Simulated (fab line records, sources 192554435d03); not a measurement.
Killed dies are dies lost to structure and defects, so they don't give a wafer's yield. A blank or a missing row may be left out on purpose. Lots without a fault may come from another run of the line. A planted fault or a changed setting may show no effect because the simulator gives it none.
Which tool did it? | flow n5_finfet | 7 lots, 18 wafers sampled, at 1 step of a route of 1938

WHAT THE GAUGES READ, wafer by wafer
N5_BEOL_M11_OVL_MEAS_29.
lot  | measured     | on         | V10_OVL (nm)
L927 | day 11 08:59 | overlay-01 | -0.7 0.3 0.6
L930 | day 11 21:20 | overlay-02 | 0.1 -0.2 -1.4
L932 | day 12 09:56 | overlay-02 | 0.7 0.9 0.6
L937 | day 13 11:48 | overlay-02 | -0.4 -0.8
L941 | day 14 15:33 | overlay-01 | -0.1 0.1
L947 | day 17 14:15 | overlay-01 | 0.6 -0.4 -0.2
L949 | day 17 17:31 | overlay-02 | 0.3 -0.2

WHICH TOOL RAN EACH LOT (tool, then ch and the chambers of the sampled wafers, then the start)
The record holds no process step before these readings.

THE ANSWER, worked out from the rows above alone
Rule: what is usual is taken from the lots themselves. Put in order of their means at a reading, lots are off if they are a third of the lots or fewer, leave a main group of 4 or more, and stand apart from it by a gap of 3 or more times the standard deviation of the main group's means; of several such gaps the widest counts. A main group whose means are all the same, to the digits that the tables above print for the reading, isn't used. A lot without any number at a reading at which 4 lots or more have one is off too. The other lots that the step has rows for count as sound.
No lot is off at any reading shown: from this, nothing can be told.

WHAT THE SIMULATOR HAD PUT IN
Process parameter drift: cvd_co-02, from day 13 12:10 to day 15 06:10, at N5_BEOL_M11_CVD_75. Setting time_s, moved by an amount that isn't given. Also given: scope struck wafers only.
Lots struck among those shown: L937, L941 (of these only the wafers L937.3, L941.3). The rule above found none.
